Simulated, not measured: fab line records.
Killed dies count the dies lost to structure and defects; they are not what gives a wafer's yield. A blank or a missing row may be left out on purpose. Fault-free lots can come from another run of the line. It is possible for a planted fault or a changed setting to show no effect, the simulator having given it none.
fab line records	flow n5_finfet
record: lots: 8	wafers: 22	last_day: 18
route steps=1938 shown BEOL_M4@1040 PASSIVATION@1936
lots untouched by any fault: they come from a run of this same line in which no faults occurred
start_h: start of the lot's first displayed wafer, in hours after the record's first day	wait_h: how many hours have passed since the lot's step before this one	" unchanged from the row above	L1.1+2: several wafers, shown together as one row	- no value, or no start was given	* or withheld: withheld	< > ~ a bound
route shown NAME@n: a module of which the file shows steps, and the number in the route of the first	usual: mean and standard deviation over wafers with no fault	same: alike in all rows	chamber/n: place in a boat	sites: each site's reading	_std_site: the values' standard deviation	_edge_site: outer sites' mean less inner sites'	radius_mm: for every site, how far away it sits from the centre of the wafer	mask NAME#n: copy n	behind: the last tool/chamber to shape the wafer	hold: what put the lot on hold/how long, in hours/how the hold closed	device: the transistor (n, p or np) that didn't switch	end of line: tests of these same wafers at the route's end	a step without rows: its recipe alone	killed: at the first sort, the dies lost to defects and structure; wafer yield is something else	map: dies across one wafer; x = killed, . = not, _ = none there
set.NAME: setting as actually run; set.NAME@STEP: the setting as run at that earlier step	model.NAME: the simulator's own value behind a step, which no gauge read
a sample of lots followed through the steps of the route, with each step as a table and each wafer as a row
services: a tool's chamber out of use, with start hour (start_h, from the record's first day; less than 0 if before it), hours out, and reason
== steps ==
step: N5_BEOL_M4_ETCH_64
recipe: chemistry: N2/H2	target: SOC	target_depth_a: 750	overetch_a: 225	mask_material: SiARC	temp_c: 40	time_s: 121.9	ion_energy_ev: 200	pressure_mtorr: 30	source_w: 840	bias_w: 150	n2_flow_sccm: 200	h2_flow_sccm: 200
usual: drypump_motor_current_A: 5.7/0.41	n2_flow_sccm: 199.9/0.61	oes_product_au: 0.63/0.062	rf_fwd_power_W: 837.1/2.7	rf_vpp_V: 524.4/2.3	showerhead_plenum_p_Torr: 2.55/0.083	throttle_valve_pct: 17.65/0.22
lot.wafer	tool	chamber	start_h	wait_h	drypump_motor_current_A	n2_flow_sccm	oes_product_au	rf_fwd_power_W	rf_hours_counter_h	rf_vpp_V	showerhead_plenum_p_Torr	throttle_valve_pct
L130.2	rie_diel-05	2	164.46	0.0	6.5	199.9	0.53	839.7	236	525.4	2.64	18.26
L130.5	"	3	"	"	5.2	200.3	0.68	835.2	-	529.9	2.72	17.69
L130.6	"	0	"	"	5.8	200.2	0.69	835.1	-	520.7	2.49	17.71
L131.2	rie_diel-02	1	173.99	0.0	5.2	200.5	0.66	833.9	52	524.9	2.59	17.72
L131.3	"	0	"	"	5.8	198.9	0.56	837.5	188	520.8	2.41	17.75
L131.6	"	1	"	"	5.2	200.7	0.66	839.2	-	524.6	2.59	17.73
L134.1	rie_diel-02	2	189.80	0.0	6.2	201.0	0.62	837.5	81	527.4	2.66	17.49
L134.4	"	1	"	"	5.3	200.3	0.65	840.6	58	524.7	2.59	17.72
L134.5	"	0	"	"	5.8	200.0	0.56	832.5	-	520.7	2.41	17.76
L141.3	rie_diel-04	2	241.62	0.0	5.8	200.8	0.76	836.4	2	522.5	2.49	17.51
L141.4	"	0	"	"	5.2	199.5	0.68	837.3	18	521.7	2.48	17.12
L141.5	"	1	"	"	5.4	200.6	0.64	842.0	-	523.8	2.59	17.65
L140.1	rie_diel-04	2	243.04	0.0	5.7	200.5	0.76	836.9	3	522.5	2.49	17.50
L140.3	"	3	"	"	6.5	199.3	0.53	835.0	226	526.0	2.61	17.92
L140.4	"	1	"	"	5.4	199.4	0.64	836.9	62	525.9	2.59	17.65
L142.1	rie_diel-04	3	244.48	0.0	6.5	199.3	0.53	837.8	227	525.6	2.61	17.90
L142.3	"	2	"	"	5.8	199.3	0.76	839.0	3	522.1	2.49	17.52
L142.4	"	1	"	"	5.4	200.4	0.64	840.2	63	525.2	2.59	17.66
L146.1	rie_diel-04	0	271.45	0.0	5.2	199.8	0.67	835.3	29	522.6	2.47	17.14
L146.2	"	1	"	"	5.4	199.5	0.64	838.6	73	525.4	2.58	17.67
L148.3	rie_diel-02	3	290.46	0.0	5.7	199.4	0.63	837.8	53	524.9	2.58	17.51
L148.6	"	2	"	"	6.2	199.8	0.59	838.7	-	527.8	2.65	17.55
step: N5_BEOL_M4_ETCH_69
recipe: chemistry: CF4	target: SiARC	target_depth_a: 156	mask_material: CAR-EUV	time_s: 26	ion_energy_ev: 80	pressure_mtorr: 40	source_w: 545	bias_w: 36	Ar_flow_sccm: 100	cf4_flow_sccm: 100	ends: cleared
usual: drypump_motor_current_A: 5.7/0.46	etch_rf_on_time_s: 25.8/0.42	oes_product_au: 0.71/0.077	rf_fwd_power_W: 532.0/2.2	rf_vpp_V: 184.2/1.1	showerhead_plenum_p_Torr: 2.15/0.066	throttle_valve_pct: 15.51/0.2
lot.wafer	tool	chamber	start_h	wait_h	drypump_motor_current_A	etch_rf_on_time_s	oes_product_au	rf_fwd_power_W	rf_hours_counter_h	rf_vpp_V	showerhead_plenum_p_Torr	throttle_valve_pct
L130.2	rie_diel-04	1	165.34	0.0	5.4	25.3	0.77	532.9	32	185.1	2.17	15.33
L130.5	"	3	"	"	6.5	25.9	0.62	532.0	-	184.5	2.20	15.65
L130.6	"	2	"	"	5.8	25.1	0.60	528.2	-	183.0	2.11	15.82
L131.2	rie_diel-05	3	175.10	0.0	5.2	25.6	0.76	533.5	33	186.1	2.28	15.52
L131.3	"	0	"	"	5.7	25.5	0.78	529.6	24	182.4	2.08	15.34
L131.6	"	0	"	"	5.8	25.5	0.78	530.1	-	183.8	2.08	15.35
L134.1	rie_diel-05	3	190.65	0.0	5.2	25.6	0.76	530.6	37	185.0	2.28	15.52
L134.4	"	2	"	"	6.5	26.5	0.59	534.1	245	186.1	2.20	16.03
L134.5	"	0	"	"	5.8	25.9	0.77	528.6	-	184.1	2.08	15.34
L141.3	rie_diel-04	2	242.80	0.0	5.7	24.7	0.88	532.9	3	184.4	2.10	15.37
L141.4	"	1	"	"	5.4	25.4	0.73	533.6	62	184.5	2.16	15.40
L141.5	"	2	"	"	5.8	24.8	0.88	533.4	-	183.6	2.10	15.34
L140.1	rie_diel-04	0	243.90	0.0	5.2	26.0	0.77	534.1	19	184.8	2.11	15.09
L140.3	"	3	"	"	6.5	26.0	0.60	528.7	227	185.6	2.19	15.70
L140.4	"	1	"	"	5.4	25.5	0.73	531.8	63	183.2	2.16	15.39
L142.1	rie_diel-02	3	245.83	0.0	5.7	25.9	0.74	531.6	39	185.5	2.18	15.22
L142.3	"	2	"	"	6.2	26.1	0.68	528.4	101	185.7	2.23	15.37
L142.4	"	1	"	"	5.2	26.2	0.70	532.7	78	183.7	2.16	15.51
L146.1	rie_diel-04	3	272.29	0.0	6.5	18.5	0.73	531.9	234	185.6	2.19	15.74
L146.2	"	1	"	"	5.4	25.6	0.72	532.9	73	182.4	2.16	15.43
L148.3	rie_diel-04	1	291.43	0.0	5.4	18.0	0.89	532.3	80	183.0	2.16	15.44
L148.6	"	3	"	"	6.5	26.1	0.59	529.2	-	184.2	2.19	15.73
step: N5_BEOL_M4_VIA_ETCH_34
recipe: chemistry: C4F6/O2	target_depth_a: 694	mask_material: SOC	pressure_mtorr: 15	ion_energy_ev: 250	taper_deg: 4	time_s: 65.9	source_w: 350	bias_w: 170	Ar_flow_sccm: 300	C4F6_flow_sccm: 10	O2_flow_sccm: 10
usual: C4F6_flow_sccm: 9.999/0.029	drypump_motor_current_A: 5.7/0.44	oes_ar_750_au: 0.81/0.08	oes_product_au: 0.82/0.087	rf_fwd_power_W: 347.1/1.2	rf_vpp_V: 670/13	showerhead_plenum_p_Torr: 2.84/0.087	throttle_valve_pct: 30.58/0.2
lot.wafer	tool	chamber	start_h	wait_h	C4F6_flow_sccm	drypump_motor_current_A	oes_ar_750_au	oes_product_au	rf_fwd_power_W	rf_hours_counter_h	rf_vpp_V	showerhead_plenum_p_Torr	throttle_valve_pct
L130.2	rie_diel-05	1	165.91	0.0	9.994	5.6	0.86	0.86	348.7	42	665	2.77	30.77
L130.5	"	0	"	"	10.012	5.8	0.91	0.92	346.9	-	660	2.77	30.58
L130.6	"	3	"	"	9.920	5.2	0.89	0.90	346.0	-	671	3.02	30.74
L131.2	rie_diel-05	3	180.97	0.0	10.007	5.2	0.89	0.88	345.7	34	670	3.02	30.76
L131.3	"	1	"	"	10.009	5.6	0.85	0.85	348.2	47	663	2.76	30.77
L131.6	"	0	"	"	9.973	5.8	0.90	0.89	349.2	-	658	2.77	30.59
L134.1	rie_diel-05	1	195.57	0.0	9.922	5.6	0.85	0.85	349.2	51	664	2.76	30.77
L134.4	"	2	"	"	9.937	6.5	0.69	0.69	347.2	245	655	2.93	31.02
L134.5	"	1	"	"	9.988	5.7	0.85	0.85	349.6	-	664	2.76	30.77
L141.3	rie_diel-02	0	245.42	0.0	10.001	5.8	0.72	0.70	345.2	214	687	2.70	30.60
L141.4	"	3	"	"	9.984	5.7	0.86	0.86	348.1	39	688	2.89	30.45
L141.5	"	0	"	"	10.018	5.8	0.71	0.70	346.3	-	686	2.70	30.62
L140.1	rie_diel-02	0	246.10	0.0	10.010	5.8	0.72	0.70	345.7	214	685	2.70	30.62
L140.3	"	2	"	"	10.008	6.2	0.80	0.78	347.5	101	646	2.95	30.37
L140.4	"	1	"	"	10.030	5.2	0.83	0.82	347.1	78	667	2.86	30.41
L142.1	rie_diel-04	2	250.29	0.0	9.964	5.8	1.00	1.00	346.7	6	668	2.79	30.67
L142.3	"	0	"	"	9.975	5.2	0.87	0.89	348.1	21	689	2.78	30.16
L142.4	"	2	"	"	9.953	5.8	0.99	1.01	345.9	-	669	2.79	30.65
L146.1	rie_diel-02	3	275.30	0.0	9.979	5.7	0.84	0.84	347.3	49	689	2.88	30.45
L146.2	"	0	"	"	10.007	5.8	0.71	0.70	344.4	223	685	2.70	30.62
L148.3	rie_diel-05	2	303.15	0.0	10.010	6.5	0.91	0.93	346.6	23	653	2.91	30.85
L148.6	"	2	"	"	10.045	6.6	0.91	0.93	348.3	-	655	2.91	30.83
step: N5_BEOL_M4_TRENCH_ETCH_37
recipe: chemistry: C4F6/O2	target_depth_a: 555.55	target: SiOC	time_s: 29.2	ion_energy_ev: 250	pressure_mtorr: 30	source_w: 355	bias_w: 185	Ar_flow_sccm: 300	C4F6_flow_sccm: 10	O2_flow_sccm: 10
usual: C4F6_flow_sccm: 10.004/0.029	drypump_motor_current_A: 5.7/0.43	oes_ar_750_au: 0.81/0.081	oes_product_au: 0.82/0.087	rf_fwd_power_W: 350.3/1.5	rf_vpp_V: 670/13	showerhead_plenum_p_Torr: 2.85/0.087	throttle_valve_pct: 20.71/0.2
lot.wafer	tool	chamber	start_h	wait_h	C4F6_flow_sccm	drypump_motor_current_A	oes_ar_750_au	oes_product_au	rf_fwd_power_W	rf_hours_counter_h	rf_vpp_V	showerhead_plenum_p_Torr	throttle_valve_pct
L130.2	rie_diel-05	1	-	-	10.048	5.7	0.86	0.86	352.4	42	663	2.77	20.81
L130.5	"	0	"	"	9.967	5.8	0.91	0.91	351.0	-	659	2.78	20.66
L130.6	"	3	"	"	10.026	5.2	0.89	0.89	349.7	-	671	3.03	20.79
L131.2	rie_diel-05	3	-	-	9.982	5.2	0.88	0.90	349.0	34	670	3.02	20.77
L131.3	"	1	"	"	10.019	5.6	0.86	0.86	353.9	47	663	2.77	20.81
L131.6	"	0	"	"	10.034	5.8	0.90	0.90	348.4	-	659	2.78	20.64
L134.1	rie_diel-05	1	-	-	10.008	5.7	0.85	0.85	353.2	51	665	2.77	20.81
L134.4	"	2	"	"	9.999	6.5	0.69	0.68	351.6	246	654	2.93	21.24
L134.5	"	1	"	"	10.000	5.7	0.84	0.85	352.1	-	664	2.77	20.82
L141.3	rie_diel-02	0	-	-	10.004	5.8	0.71	0.70	348.1	214	686	2.71	20.85
L141.4	"	3	"	"	10.078	5.7	0.85	0.86	350.8	39	691	2.89	20.48
L141.5	"	0	"	"	10.007	5.8	0.72	0.70	347.6	-	685	2.71	20.82
L140.1	rie_diel-02	0	-	-	10.012	5.8	0.71	0.71	348.8	214	686	2.71	20.82
L140.3	"	2	"	"	10.008	6.2	0.79	0.79	349.1	101	644	2.96	20.56
L140.4	"	1	"	"	9.978	5.2	0.82	0.82	349.6	78	664	2.87	20.70
L142.1	rie_diel-04	2	-	-	9.955	5.8	1.00	1.00	350.0	6	668	2.79	20.65
L142.3	"	0	"	"	10.041	5.2	0.87	0.89	350.9	21	689	2.78	20.26
L142.4	"	2	"	"	9.978	5.8	1.00	1.00	350.9	-	668	2.79	20.63
L146.1	rie_diel-02	3	-	-	9.994	5.7	0.84	0.84	351.1	49	692	2.89	20.52
L146.2	"	0	"	"	10.017	5.8	0.71	0.69	348.9	223	686	2.70	20.85
L148.3	rie_diel-05	2	-	-	9.945	6.5	0.92	0.92	351.0	23	655	2.92	20.94
L148.6	"	2	"	"	10.006	6.6	0.91	0.92	350.9	-	655	2.92	20.91
step: N5_BEOL_M4_RC_MEAS_101
usual: DIBL_N: 36.2/1.6	DIBL_P: 36.5/1.9	IOFF_N: 0.158/0.027	IOFF_P: 0.21/0.038	ION_N: 675/12	ION_P: 464/8.9	SS_N: 71.5/0.61	SS_P: 73.4/0.59	VT_N: 250.4/3	VT_P: -250/3.6
lot.wafer	tool	chamber	start_h	wait_h	DIBL_N[mV/V]	DIBL_P[mV/V]	IOFF_N[nA/um]	IOFF_P[nA/um]	ION_N[uA/um]	ION_P[uA/um]	SS_N[mV/dec]	SS_P[mV/dec]	VT_N[mV]	VT_P[mV]
L130.2	prober-01	0	170.34	0.2	35.1	35.1	0.140	0.18	670	458	71.4	73.4	250.7	-254
L130.5	"	0	"	"	34.4	34.7	0.130	0.18	663	461	70.9	73.1	255.0	-254
L130.6	"	0	"	"	34.1	33.3	0.114	0.16	656	449	71.2	72.0	254.7	-255
L131.2	prober-01	0	185.63	0.2	36.9	36.6	0.154	0.22	666	461	72.4	73.5	254.4	-251
L131.3	"	0	"	"	38.4	37.3	0.171	0.22	669	461	71.9	74.1	251.4	-252
L131.6	"	0	"	"	36.7	35.5	0.148	0.20	670	458	71.7	72.9	253.9	-252
L134.1	prober-01	0	202.49	0.0	37.8	37.8	0.168	0.21	684	461	72.0	73.6	253.7	-250
L134.4	"	0	"	"	38.4	38.4	0.180	0.22	689	461	71.5	74.4	249.0	-250
L134.5	"	0	"	"	39.3	39.3	0.192	0.24	680	463	71.3	74.3	251.1	-253
L141.3	prober-02	0	249.91	0.3	36.5	35.8	0.149	0.23	669	466	72.0	73.0	250.0	-248
L141.4	"	0	"	"	35.6	35.8	0.133	0.24	668	473	71.4	73.2	252.2	-245
L141.5	"	0	"	"	36.6	36.3	0.158	0.24	687	477	71.9	73.9	248.9	-247
L140.1	prober-02	0	251.76	0.0	34.4	33.6	0.128	0.15	658	446	70.3	72.3	251.3	-258
L140.3	"	0	"	"	37.1	37.9	0.175	0.22	672	456	71.5	74.1	248.8	-250
L140.4	"	0	"	"	36.1	35.3	0.154	0.17	674	456	71.2	72.9	248.4	-251
L142.1	prober-01	0	255.25	0.0	36.2	37.1	0.157	0.25	685	473	70.6	73.1	247.2	-246
L142.3	"	0	"	"	39.3	40.7	0.232	0.31	699	480	72.4	74.5	243.7	-241
L142.4	"	0	"	"	38.4	39.7	0.198	0.31	686	474	71.0	74.5	244.2	-240
L146.1	prober-01	0	281.24	0.0	35.9	35.2	0.144	0.20	699	475	71.7	73.5	248.9	-250
L146.2	"	0	"	"	37.0	37.2	0.162	0.23	691	467	71.6	74.1	248.4	-251
L148.3	prober-02	0	307.86	0.3	38.4	36.8	0.179	0.26	673	468	72.1	73.3	249.6	-247
L148.6	"	0	"	"	37.1	35.7	0.161	0.22	658	457	72.8	73.2	253.0	-247
step: N5_PASSIVATION_PROBE_49
usual: defect_limited_yield: 91.3/1.7	killed_at_M0_to_M3: 33/11	killed_at_M4_up: 14/5.5	killed_at_contacts: 13/6.5	killed_at_front_end: 39/13	killed_at_other: 3.4/2.9	killed_dies: 103/20	killed_on_rim: 14/4.3	killed_open: 69/15	killed_short: 32/8.1	sort_bin_5_function: 5.1/1.1	sort_bin_6_memory: 3.3/0.74	sort_bin_8_speed: 0.00/0.014	sort_n_pass: 1077/20	sort_yield_pct: 91.3/1.7
same: gross_dies: 1180	killed_at_back_side: 0	sort_bin_4_leakage[%]: 0
lot.wafer	tool	chamber	start_h	wait_h	defect_limited_yield[%]	killed_at_M0_to_M3	killed_at_M4_up	killed_at_contacts	killed_at_front_end	killed_at_other	killed_dies	killed_on_rim	killed_open	killed_short	sort_bin_5_function[%]	sort_bin_6_memory[%]	sort_bin_8_speed[%]	sort_n_pass	sort_yield_pct[%]
L141.3	prober-01	-	355.47	0.1	94.2	8	11	6	31	13	69	7	47	21	3.5	2.4	0	1111	94.2
L141.4	prober-01	-	355.52	0.2	93.3	29	10	1	33	6	79	5	53	26	4.2	2.2	0	1101	93.3
L141.5	prober-01	-	355.57	0.2	91.6	35	7	7	41	9	99	10	60	37	5.1	3.0	0	1081	91.6
L140.1	prober-02	-	362.74	0.0	88.7	31	6	13	71	12	133	26	83	50	6.4	4.6	0	1047	88.7
L140.3	prober-02	-	362.84	0.1	91.3	25	17	21	37	3	103	16	73	30	5.1	3.6	0	1077	91.3
L140.4	prober-02	-	362.89	0.2	91.1	31	12	14	46	2	105	16	75	29	5.2	3.4	0	1075	91.1
L146.1	prober-02	-	393.78	0.0	92.1	21	17	9	44	2	93	9	64	28	4.5	3.1	0	1087	92.1
L146.2	prober-02	-	393.83	0.1	89.7	35	18	23	42	3	121	23	75	44	5.3	4.6	0	1059	89.7
L148.3	prober-02	-	423.97	0.5	90.6	22	29	26	34	0	111	13	79	32	5.5	3.7	0	1069	90.6
L148.6	prober-02	-	424.12	0.6	91.6	21	17	17	41	3	99	12	71	27	4.9	3.4	0	1081	91.6
killed by level:class
L141.3 STI_FIN_REVEAL:geometric_particle:open=7 DUMMY_GATE:geometric_particle:open=6 FIN_SAQP:geometric_particle:open=4 BEOL_M4:geometric_particle:short=4 PAD_METAL:geometric_particle:open=4 MOL_CONTACT_COAG:geometric_particle:short=3 MOL_CONTACT_COAG:geometric_particle:open=3 BEOL_M0_SAQP:geometric_particle:open=3
L141.4 BEOL_M2:geometric_particle:open=14 FIN_SAQP:geometric_particle:open=7 FIN_SAQP:geometric_particle:short=6 DUMMY_GATE:geometric_particle:open=6 GATE_CUT:geometric_particle:short=4 BEOL_M1:geometric_particle:open=4 BEOL_M0_SAQP:geometric_particle:open=3 BEOL_M0_SAQP:geometric_particle:short=3
L141.5 FIN_SAQP:geometric_particle:short=9 DUMMY_GATE:geometric_particle:open=9 BEOL_M0_SAQP:geometric_particle:short=8 BEOL_M3:geometric_particle:open=8 MOL_CONTACT_COAG:geometric_particle:open=7 BEOL_M1:geometric_particle:open=7 FIN_SAQP:geometric_particle:open=5 GATE_CUT:geometric_particle:short=5
L140.1 FIN_SAQP:geometric_particle:open=20 BEOL_M1:geometric_particle:open=16 STI_FIN_REVEAL:geometric_particle:open=14 FIN_SAQP:geometric_particle:short=11 MOL_CONTACT_COAG:geometric_particle:open=10 BEOL_M0_SAQP:geometric_particle:short=7 GATE_CUT:geometric_particle:short=6 PAD_METAL:geometric_particle:short=5
L140.3 MOL_CONTACT_COAG:geometric_particle:open=18 STI_FIN_REVEAL:geometric_particle:open=11 BEOL_M1:geometric_particle:open=10 FIN_SAQP:geometric_particle:open=7 BEOL_M4:geometric_particle:open=7 FIN_SAQP:geometric_particle:short=6 BEOL_M0_SAQP:geometric_particle:open=5 BEOL_M1:geometric_particle:short=4
L140.4 MOL_CONTACT_COAG:geometric_particle:open=12 STI_FIN_REVEAL:geometric_particle:open=10 DUMMY_GATE:geometric_particle:open=10 BEOL_M4:geometric_particle:open=9 FIN_SAQP:geometric_particle:open=7 BEOL_M0_SAQP:geometric_particle:short=7 BEOL_M2:geometric_particle:open=7 BEOL_M0_SAQP:geometric_particle:open=6
L146.1 FIN_SAQP:geometric_particle:short=10 DUMMY_GATE:geometric_particle:open=10 FIN_SAQP:geometric_particle:open=9 MOL_CONTACT_COAG:geometric_particle:open=7 BEOL_M0_SAQP:geometric_particle:open=7 BEOL_M2:geometric_particle:open=7 BEOL_M4:geometric_particle:open=7 STARTING-WAFER:geometric_particle:short=6
L146.2 MOL_CONTACT_COAG:geometric_particle:open=20 BEOL_M0_SAQP:geometric_particle:short=10 FIN_SAQP:geometric_particle:open=8 FIN_SAQP:geometric_particle:short=8 DUMMY_GATE:geometric_particle:open=8 BEOL_M3:geometric_particle:short=6 BEOL_M2:geometric_particle:open=6 BEOL_M3:geometric_particle:open=5
L148.3 MOL_CONTACT_COAG:geometric_particle:open=20 BEOL_M4:geometric_particle:open=15 BEOL_M2:geometric_particle:open=7 DUMMY_GATE:geometric_particle:open=6 MOL_CONTACT_COAG:geometric_particle:short=6 FIN_SAQP:geometric_particle:short=5 STI_FIN_REVEAL:geometric_particle:open=5 BEOL_M1:geometric_particle:open=5
L148.6 MOL_CONTACT_COAG:geometric_particle:open=11 STI_FIN_REVEAL:geometric_particle:open=10 BEOL_M2:geometric_particle:open=7 FIN_SAQP:geometric_particle:open=6 DUMMY_GATE:geometric_particle:open=6 MOL_CONTACT_COAG:geometric_particle:short=6 BEOL_M0_SAQP:geometric_particle:open=6 BEOL_M8:geometric_particle:open=6
== services ==
tool	chamber	start_h	hours	kind
rie_diel-04	0	163.15	-	clean
rie_diel-04	0	163.15	-	consumable_replace:focus_ring
rie_diel-04	0	163.15	21.2	scheduled_down
rie_diel-04	0	163.15	21.2	vent_cycle
rie_diel-04	2	165.46	6.9	repair
rie_diel-05	2	206.62	-	clean
rie_diel-05	2	206.62	-	consumable_replace:focus_ring
rie_diel-05	2	206.62	23.4	scheduled_down
rie_diel-05	2	206.62	23.4	vent_cycle
rie_diel-04	0	212.51	4.9	repair
rie_diel-04	2	214.43	1.4	repair
rie_diel-04	2	217.64	-	clean
rie_diel-04	2	217.64	-	consumable_replace:focus_ring
rie_diel-04	2	217.64	18.5	scheduled_down
rie_diel-04	2	217.64	18.5	vent_cycle
rie_diel-04	3	302.35	11.0	repair
== key ==
first_sign: step: N5_BEOL_M4_ETCH_69	reading: etch_rf_on_time_s	direction: down	sigmas: 18	usual: *	struck: *
effect none on later readings
met_at N5_BEOL_M4_ETCH_69
struck_lots L146,L148
struck_wafers L146.1,L148.3
not_acting_at N5_BEOL_M4_ETCH_64,N5_BEOL_M4_VIA_ETCH_34,N5_BEOL_M4_TRENCH_ETCH_37
onset_between 243.90 272.29
fault: kind: process_parameter_drift	tool: rie_diel-04	chamber: -	onset_h: 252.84	steps: N5_BEOL_M4_ETCH_69	channel: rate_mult	offset: 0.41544	shape: step	end_h: 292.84	scope: struck_wafers_only
